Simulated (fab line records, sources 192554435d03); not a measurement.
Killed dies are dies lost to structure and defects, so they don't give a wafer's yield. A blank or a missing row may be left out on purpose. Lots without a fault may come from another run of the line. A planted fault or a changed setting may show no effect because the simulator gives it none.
A struck lot beside a sound one | flow n5_finfet | 23 steps out of a route of 1938
Sound: wafers L485.3, L485.4, L485.5. Struck: wafers L479.1, L479.2, L479.6. The cause comes at the end.
At each step with rows: each side's tool, then ch and its chambers, then its first start. Under that, the readings that differ: sound wafers | struck wafers | difference of the means | sigmas: that difference in standard deviations of wafers without a fault.
alike: readings whose means differ by less than 2 such deviations, and words and numbers that are the same on both sides. not compared: withheld readings, readings that some wafer has no value for, bounds like >300 that may hide the same value, and numbers for which the record gives no deviation and whose values overlap.
The two part at a step that has a row with sigmas, a row that says differs or no value, or rows on one side only. Numbers that don't overlap but have no deviation are shown without sigmas and don't part them. A reading that every wafer of one side lacks parts them only if that side has two wafers or more.

first, 11 steps without rows for these wafers: N5_BEOL_M15_STRIP_63 (strips in O2); N5_BEOL_M15_STRIP_64 (strips in O2); N5_BEOL_M15_STRIP_65 (strips in post etch residue remover, time 60 s); N5_BEOL_M15_SRD_66 (time 30 s, dry time 30 s); N5_BEOL_M15_COAT_56 (time 60 s, resist thk 550 nm); N5_BEOL_M15_ETCH_57 (etches SOC in N2/H2, time 750 s); N5_BEOL_M15_COAT_60 (time 60 s, resist thk 89 nm); N5_BEOL_M15_COAT_22 (resist thk 800 nm); N5_BEOL_M15_EBR_24; N5_BEOL_M15_SOFTBAKE_23 (time 60 s); N5_BEOL_M15_EXPOSE_25 (exposes mask M15, target cd 400 nm).
N5_BEOL_M15_PEB_26: peb time 90 s.
  sound on litho_track-05 ch 0, day 17 05:50; struck on litho_track-01 ch 0, day 16 09:41
  reading                  | sound                | struck               | difference | sigmas
  heater_power_total_W (W) | 173.7 171.2 171.7    | 180.7 182.8 181.4    | +9.4       | +12
  plate_temp_C (C)         | 130.11 129.88 130.15 | 134.77 134.84 134.67 | +4.71      | +36
  alike: chill_plate_temp_C
then, 2 steps without rows for these wafers: N5_BEOL_M15_DEVELOP_27 (develop time 45 s); N5_BEOL_M15_HARDBAKE_32 (time 120 s).
N5_BEOL_M15_CD_MEAS_28: target cd 407.6 nm.
  sound on cd_sem-01 ch 0, day 17 05:57; struck on cd_sem-01 ch 0, day 16 09:49
  reading    | sound             | struck            | difference | sigmas
  cd_nm (nm) | 404.0 404.8 405.9 | 424.6 421.3 423.2 | +18.1      | +10
N5_BEOL_M15_DESCUM_33: chemistry O2, time 7.9 s.
  sound on rie_diel-05 ch 0,2,3, day 17 06:16; struck on rie_diel-04 ch 0,1,2, day 16 10:23
  reading                   | sound           | struck          | difference | sigmas
  model.BEOL_M15.cd_nm (nm) | 404 404.8 406.2 | 424.4 421.4 423 | +17.9      |
  alike: drypump_motor_current_A, oes_product_au, rf_fwd_power_W, rf_vpp_V, showerhead_plenum_p_Torr, throttle_valve_pct
  not compared: rf_hours_counter_h
then, 5 steps without rows for these wafers: N5_BEOL_M15_ETCH_61 (etches BARC in N2/H2, target depth 89 nm, overetch 26.7 nm, time 67.9 s); N5_BEOL_M15_TRENCH_ETCH_34 (etches SiO2 in C4F8/O2/Ar, target depth 872.93 nm, time 199 s); N5_BEOL_M15_STRIP_36 (strips in O2); N5_BEOL_M15_STRIP_62 (strips in O2); N5_BEOL_M15_STRIP_37 (strips in O2).
N5_BEOL_M15_ETCH_38: etches SiCN in CF4/N2, target depth 106.4 nm, time 120.5 s.
  sound on rie_diel-04 ch 1,2; struck on rie_diel-05 ch 0,1,3
  reading                   | sound             | struck          | difference | sigmas
  model.BEOL_M15.cd_nm (nm) | 396.8 399.2 399.6 | 415.8 413 414.8 | +16.0      |
  alike: drypump_motor_current_A, oes_product_au, rf_fwd_power_W, rf_vpp_V, showerhead_plenum_p_Torr, throttle_valve_pct
  not compared: rf_hours_counter_h
then, 1 step without rows for these wafers: N5_BEOL_M15_PRECLEAN_39 (cleans in residue remover, time 60 s).

WHERE THEY PART
First at N5_BEOL_M15_PEB_26; last, within this record, at N5_BEOL_M15_CD_MEAS_28. Later steps at which nothing parts them and some readings are alike: N5_BEOL_M15_DESCUM_33, N5_BEOL_M15_ETCH_38.

WHY: what the simulator had put in
Process parameter drift: litho_track-01, from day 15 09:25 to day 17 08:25, at N5_BEOL_M15_PEB_26. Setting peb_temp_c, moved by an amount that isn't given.
